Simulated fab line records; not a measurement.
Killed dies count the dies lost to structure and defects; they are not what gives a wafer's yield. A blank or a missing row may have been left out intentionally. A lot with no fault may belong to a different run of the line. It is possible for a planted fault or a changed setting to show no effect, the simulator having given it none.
Chamber matching || flow nand_harc || pecvd-04 running NHARC_A_M0_DEP_32: 3 sister chambers
The step deposits SiCN, target thk 30 nm. 3 wafers are shown with their chamber, then 11 later ones without.

## EACH WAFER AND ITS CHAMBER
{"wafer": "L081.2", "chamber": 0, "heater_power_w (W)": 578}
{"wafer": "L087.2", "chamber": 2, "heater_power_w (W)": 607}
{"wafer": "L093.1", "chamber": 1, "heater_power_w (W)": 548}

## WAFERS MISSING THEIR CHAMBER
{"wafer": "L093.4", "heater_power_w (W)": 566}
{"wafer": "L093.5", "heater_power_w (W)": 561}
{"wafer": "L092.1", "heater_power_w (W)": 542}
{"wafer": "L092.2", "heater_power_w (W)": 617}
{"wafer": "L092.3", "heater_power_w (W)": 573}
{"wafer": "L095.1", "heater_power_w (W)": 592}
{"wafer": "L095.3", "heater_power_w (W)": 580}
{"wafer": "L095.5", "heater_power_w (W)": 632}
{"wafer": "L096.3", "heater_power_w (W)": 554}
{"wafer": "L096.4", "heater_power_w (W)": 564}
{"wafer": "L096.5", "heater_power_w (W)": 534}

## EACH ONE'S CHAMBER
{"wafer": "L093.4", "from the rows above": "can't be placed: 0 or 1", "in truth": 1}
{"wafer": "L093.5", "from the rows above": "can't be placed: 1 or 0", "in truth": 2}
{"wafer": "L092.1", "from the rows above": 1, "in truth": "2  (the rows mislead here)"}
{"wafer": "L092.2", "from the rows above": 2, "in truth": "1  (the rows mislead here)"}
{"wafer": "L092.3", "from the rows above": "can't be placed: 0 or 1", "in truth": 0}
{"wafer": "L095.1", "from the rows above": "can't be placed: 0 or 2", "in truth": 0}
{"wafer": "L095.3", "from the rows above": "can't be placed: 0 or 2", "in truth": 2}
{"wafer": "L095.5", "from the rows above": 2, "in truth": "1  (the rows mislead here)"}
{"wafer": "L096.3", "from the rows above": "can't be placed: 1 or 0", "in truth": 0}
{"wafer": "L096.4", "from the rows above": "can't be placed: 0 or 1", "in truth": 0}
{"wafer": "L096.5", "from the rows above": 1, "in truth": 1}
Placed correctly: 1 of 11. These rows do not allow placing 7 (true chamber among the candidates in 6). Number placed wrongly: 3.
How it was worked out, from the rows above alone: a wafer's distance from a chamber is the root of the sum, over the readings, of the square of ((its reading less the chamber's mean) divided by the reading's scatter). The wafer belongs to the nearest chamber; if the next one is less than 2 further off, it can't be placed. A chamber's mean is the mean of its shown wafers. The scatter (one wafer shown for each chamber): square how far every hidden wafer sits from the nearest shown wafer, average those squares and take the square root.
